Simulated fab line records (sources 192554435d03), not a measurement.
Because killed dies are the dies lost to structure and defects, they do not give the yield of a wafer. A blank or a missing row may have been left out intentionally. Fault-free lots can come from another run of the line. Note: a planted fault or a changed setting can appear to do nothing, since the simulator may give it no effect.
A lot that was struck, set against a sound lot :: flow n5-finfet :: 15 steps out of a route of 1938
Sound: wafers L382.1, L382.2, L382.3. Wafers struck: L402.2, L402.3. The cause comes at the end.
Each step with rows lists, per side, the tool, then ch with its chambers, then its first start. Under that, the readings that differ: sound wafers :: struck wafers :: difference of the means :: sigmas: that difference in standard deviations of wafers without a fault.
alike: readings whose means differ by less than 2 such deviations, and words and numbers that are the same on both sides. not compared: withheld readings, readings that some wafer has no value for, bounds like >300 that may hide the same value, and numbers for which the record gives no deviation and whose values overlap.
A row with sigmas, a row that says differs or no value, or rows on one side alone: a step with any of these is where the two part. Numbers that don't overlap but have no deviation are shown without sigmas and don't part them. A reading missing from all wafers of one side parts the sides only when that side holds two or more wafers.

first, 1 step without rows for these wafers: N5_BEOL_M14_HARDBAKE_32 (time 120 s).
N5_BEOL_M14_CD_MEAS_28: the cd target is 284.4 nm.
  sound on cd-sem-02 ch 0, day 11 12:37; struck on cd-sem-02 ch 0, day 15 22:21
  alike: cd-nm
N5_BEOL_M14_OVL_MEAS_29:
  sound on overlay-01 ch 0, day 11 12:38; struck on overlay-02 ch 0, day 15 22:23
  alike: M14_OVL
N5_BEOL_M14_INSPECT_30: inspects for defects (macro).
  sound on defect-inspect-01 at day 11 12:40; struck on defect-inspect-01 at day 15 22:24
  alike: raw-defect-count
N5_BEOL_M14_DESCUM_33: chemistry O2, time 7.9 s.
  sound on rie-diel-04 ch 0,2,3, day 11 12:42; struck on rie-diel-04 ch 0,1, day 15 22:26
  alike: drypump-motor-current-A, oes-product-au, rf-vpp-V, showerhead-plenum-p-Torr, throttle-valve-pct
  not compared: rf-hours-counter-h
N5_BEOL_M14_ETCH_67: etches SiARC in CF4, target depth 143 nm, time 238.3 s.
  sound on rie-diel-04 ch 0,2,3, day 11 12:44; struck on rie-diel-04 ch 0,1, day 15 22:28
reading: etch-rf-on-time-s (s)
sound: 234 232 233
struck: 237 242
difference: +6
sigmas: +2
  alike: drypump-motor-current-A, mfc-ar-sccm, oes-product-au, rf-vpp-V, showerhead-plenum-p-Torr, throttle-valve-pct
  not compared: rf-hours-counter-h
N5_BEOL_M14_ETCH_68: etches SOC in N2/H2, time 450 s.
  sound on rie-diel-04 ch 0,2,3, day 11 12:53; struck on rie-diel-04 ch 0,1, day 15 22:37
  alike: drypump-motor-current-A, oes-product-au, rf-vpp-V, showerhead-plenum-p-Torr, throttle-valve-pct
  not compared: rf-hours-counter-h
then, 1 step without rows for these wafers: N5_BEOL_M14_STRIP_69 (strips in N2/H2).
N5_BEOL_M14_TRENCH_ETCH_34: etches SiO2 in C4F8/O2/Ar, target depth 556.65 nm, time 126.9 s.
  sound on rie-diel-04 ch 0,2,3, day 11 13:09; struck on rie-diel-04 ch 0,1, day 15 22:53
  alike: drypump-motor-current-A, he-inner-torr, mfc-ar-sccm, oes_f_703_au, oes-product-au, rf-vpp-V, showerhead-plenum-p-Torr, throttle-valve-pct
  not compared: rf-hours-counter-h
then, 1 step without rows for these wafers: N5_BEOL_M14_STRIP_70 (strips in C4F8/O2/Ar).
N5_BEOL_M14_OCD_MEAS_35:
  sound on ocd-02 at day 11 13:19; struck on ocd-01 at day 15 23:03
reading: trench-depth-nm (nm)
sound: 566 563 561
struck: 552 546
difference: -14
sigmas: -2
N5_BEOL_M14_STRIP_37: strips in O2.
  sound on rie-diel-02 ch 1,2,3, day 11 14:40; struck on rie-diel-02 ch 0,3, day 16 02:28
  alike: drypump-motor-current-A, oes-product-au, rf-vpp-V, showerhead-plenum-p-Torr, throttle-valve-pct
  not compared: rf-hours-counter-h
N5_BEOL_M14_ETCH_38: etches SiCN in CF4/N2, target depth 106.5 nm, time 120.6 s.
  sound on rie-diel-02 ch 1,2,3, day 11 14:42; struck on rie-diel-02 ch 0,3, day 16 02:31
reading: model.etch.depth-nm (nm)
sound: 97.29 96.58 96.44
struck: 126.6 127.3
difference: +30.2
sigmas: 
  alike: drypump-motor-current-A, mfc-ar-sccm, oes-product-au, rf-vpp-V, showerhead-plenum-p-Torr, throttle-valve-pct
  not compared: rf-hours-counter-h
then, 1 step without rows for these wafers: N5_BEOL_M14_PRECLEAN_39 (cleans in residue remover, time 60 s).
N5_PASSIVATION_PROBE_49:
  sound on prober-01 at day 12 12:38; struck on prober-01 at day 17 04:35
  alike: defect-limited-yield, killed_at_M0_to_M3, killed_at_M4_up, killed-at-contacts, killed-at-front-end, killed-at-other, killed-dies, killed-on-rim, killed-open, killed-short, sort_bin_5_function, sort_bin_6_memory, sort-n-pass, sort-yield-pct

WHERE THEY PART
Earliest at N5_BEOL_M14_ETCH_67; latest, in this record, at N5_BEOL_M14_OCD_MEAS_35. Later steps at which nothing parts them and some readings are alike: N5_BEOL_M14_STRIP_37, N5_BEOL_M14_ETCH_38, N5_PASSIVATION_PROBE_49.

WHY: what the simulator had put in
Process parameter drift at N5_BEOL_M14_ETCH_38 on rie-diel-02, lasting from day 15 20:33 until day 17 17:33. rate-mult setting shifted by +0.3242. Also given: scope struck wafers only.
